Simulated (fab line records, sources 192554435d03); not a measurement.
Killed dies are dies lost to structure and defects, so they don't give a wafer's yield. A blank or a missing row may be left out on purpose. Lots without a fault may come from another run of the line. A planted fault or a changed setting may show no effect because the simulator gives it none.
Chamber matching | flow n5_finfet | N5_BEOL_M10_ETCH_66 on rie_diel-04: 4 sister chambers
The step etches SOC in N2/H2, target depth 120 nm, overetch 24 nm, time 180 s. 8 wafers are shown with their chamber, then 11 later ones without.

WAFERS WITH THEIR CHAMBER
wafer  | chamber | showerhead_plenum_p_Torr (Torr) | drypump_motor_current_A (A)
L088.2 | 0       | 2.48                            | 6.5
L091.4 | 1       | 2.48                            | 5.9
L091.5 | 2       | 2.45                            | 5.9
L091.6 | 3       | 2.67                            | 6.0
L089.2 | 1       | 2.48                            | 5.9
L089.3 | 3       | 2.67                            | 6.0
L089.6 | 2       | 2.45                            | 5.8
L092.1 | 0       | 2.47                            | 6.5

WAFERS WITHOUT THEIR CHAMBER
wafer  | showerhead_plenum_p_Torr (Torr) | drypump_motor_current_A (A)
L092.4 | 2.45                            | 5.9
L092.6 | 2.48                            | 5.9
L093.1 | 2.48                            | 6.0
L093.4 | 2.67                            | 6.0
L093.5 | 2.48                            | 6.0
L095.1 | 2.48                            | 5.9
L095.3 | 2.45                            | 5.8
L095.4 | 2.47                            | 6.5
L096.2 | 2.48                            | 5.9
L096.3 | 2.47                            | 6.5
L096.6 | 2.66                            | 6.0

WHICH CHAMBER EACH WENT THROUGH
wafer  | from the rows above | in truth
L092.4 | 2                   | 2
L092.6 | 1                   | 1
L093.1 | 1                   | 1
L093.4 | 3                   | 3
L093.5 | 1                   | 1
L095.1 | 1                   | 1
L095.3 | 2                   | 2
L095.4 | 0                   | 0
L096.2 | 1                   | 1
L096.3 | 0                   | 0
L096.6 | 3                   | 3
Placed correctly: 11 of 11. Can't be placed from these rows: 0. Placed wrongly: 0.
How it was worked out, from the rows above alone: a wafer's distance from a chamber is the root of the sum, over the readings, of the square of ((its reading less the chamber's mean) divided by the reading's scatter). The wafer belongs to the nearest chamber; if the next one is less than 2 further off, it can't be placed. A chamber's mean is the mean of its shown wafers. The scatter: the root of (the sum of the squares of (reading less its chamber's mean) over the shown wafers, divided by (wafers less chambers)).
